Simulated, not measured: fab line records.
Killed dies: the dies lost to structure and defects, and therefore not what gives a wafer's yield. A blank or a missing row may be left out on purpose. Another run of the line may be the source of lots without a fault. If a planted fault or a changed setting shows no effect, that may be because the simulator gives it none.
Split-lot experiment :: flow n5 finfet :: 21 wafers read from 7 lots, route of 1938 steps

ABOUT THE SPLIT
At N5_BEOL_M7_ETCH_61 (etches SiARC in CF4, target depth 45.5 nm, time 75.8 s), the setting source w was moved away from the recipe's 545 W on 7 of the 21 wafers read, by -10.3% to +17.0%. For the rest of the wafers, this setting stayed at what the recipe calls for.

The reading is taken at the split's own step.

THE READING
rf vpp V, in V, at N5_BEOL_M7_ETCH_61 (etches SiARC in CF4, target depth 45.5 nm, time 75.8 s). On this fab line, fault-free wafers typically give 183.6 V with a standard deviation of 1.2 V.

wafer: L078.3
tool, chamber at the split: rie diel-03, 3
source w as run, W: 586.6
against the recipe: +7.6%
rf vpp V, V: 178.7
against lot-mates on the recipe: -3.2

wafer: L078.4
tool, chamber at the split: rie diel-03, 1
source w as run, W: 545
against the recipe: recipe
rf vpp V, V: 181.9
against lot-mates on the recipe: -

wafer: L078.6
tool, chamber at the split: rie diel-03, 3
source w as run, W: 586.6
against the recipe: +7.6%
rf vpp V, V: 177.7
against lot-mates on the recipe: -4.2

wafer: L085.2
tool, chamber at the split: rie diel-02, 3
source w as run, W: 545
against the recipe: recipe
rf vpp V, V: 182.5
against lot-mates on the recipe: -

wafer: L085.3
tool, chamber at the split: rie diel-02, 2
source w as run, W: 545
against the recipe: recipe
rf vpp V, V: 184.5
against lot-mates on the recipe: -

wafer: L085.5
tool, chamber at the split: rie diel-02, 0
source w as run, W: 545
against the recipe: recipe
rf vpp V, V: 185.4
against lot-mates on the recipe: -

wafer: L084.1
tool, chamber at the split: rie diel-02, 1
source w as run, W: 488.6
against the recipe: -10.3%
rf vpp V, V: 191.2
against lot-mates on the recipe: +7.6

wafer: L084.3
tool, chamber at the split: rie diel-02, 0
source w as run, W: 545
against the recipe: recipe
rf vpp V, V: 183.6
against lot-mates on the recipe: -

wafer: L084.5
tool, chamber at the split: rie diel-02, 2
source w as run, W: 488.6
against the recipe: -10.3%
rf vpp V, V: 190.4
against lot-mates on the recipe: +6.8

wafer: L087.1
tool, chamber at the split: rie diel-03, 1
source w as run, W: 545
against the recipe: recipe
rf vpp V, V: 183.3
against lot-mates on the recipe: -

wafer: L087.2
tool, chamber at the split: rie diel-03, 0
source w as run, W: 545
against the recipe: recipe
rf vpp V, V: 184.6
against lot-mates on the recipe: -

wafer: L087.6
tool, chamber at the split: rie diel-03, 3
source w as run, W: 545
against the recipe: recipe
rf vpp V, V: 182.1
against lot-mates on the recipe: -

wafer: L091.1
tool, chamber at the split: rie diel-02, 3
source w as run, W: 637.8
against the recipe: +17.0%
rf vpp V, V: 174.9
against lot-mates on the recipe: -6.5

wafer: L091.3
tool, chamber at the split: rie diel-02, 0
source w as run, W: 637.8
against the recipe: +17.0%
rf vpp V, V: 173.2
against lot-mates on the recipe: -8.2

wafer: L091.5
tool, chamber at the split: rie diel-02, 1
source w as run, W: 545
against the recipe: recipe
rf vpp V, V: 181.4
against lot-mates on the recipe: -

wafer: L096.1
tool, chamber at the split: rie diel-01, 1
source w as run, W: 545
against the recipe: recipe
rf vpp V, V: 182.5
against lot-mates on the recipe: -

wafer: L096.4
tool, chamber at the split: rie diel-01, 3
source w as run, W: 545
against the recipe: recipe
rf vpp V, V: 182.2
against lot-mates on the recipe: -

wafer: L096.5
tool, chamber at the split: rie diel-01, 3
source w as run, W: 545
against the recipe: recipe
rf vpp V, V: 182.6
against lot-mates on the recipe: -

wafer: L097.1
tool, chamber at the split: rie diel-03, 1
source w as run, W: 545
against the recipe: recipe
rf vpp V, V: 182.7
against lot-mates on the recipe: -

wafer: L097.2
tool, chamber at the split: rie diel-03, 2
source w as run, W: 545
against the recipe: recipe
rf vpp V, V: 183.1
against lot-mates on the recipe: -

wafer: L097.4
tool, chamber at the split: rie diel-03, 3
source w as run, W: 508
against the recipe: -6.8%
rf vpp V, V: 188.0
against lot-mates on the recipe: +5.1

THE FIT
A straight line over all 21 wafers: rf vpp V changes by -0.607 V for each +1% of source w; r = -0.96; the points scatter about the line by 1.2 V.
The same after taking each lot's own level away (the mean of its wafers on the recipe; 21 wafers): -0.522 V for each +1%; r = -0.96; scatter 1 V.
Per that fit: largest source w move, reading shift of 8.9 V.
Across the lots, their own levels run from 181.40 to 184.13 V, a range of 2.3 times the standard deviation given above.
Hence the slope depends on the lot-to-lot level, as the two fits are not the same.
Check: -9.41 V against its lot-mates is what the line predicts for one of the wafers moved furthest among these (+17.0%) when that wafer is left out of the fit. Against them it came out at -6.5 V.
Tool readings at the split's step, against how far the setting was moved: rf vpp V r = -0.96.

THESE WAFERS: OTHER SPLITS
Other splits were also applied to these wafers ahead of the reading. Each is held against what the fit with the lots' levels taken away leaves over:
other split on the same wafers: N5_BEOL_M7_EXPOSE_08 dose mj
wafers away from the commonest value: 7
r with rf vpp V (lot level and that fit taken away): -0.17

FILE'S OWN FIT
rf vpp V changes by -0.524 V for each +1% of source w, r = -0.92.
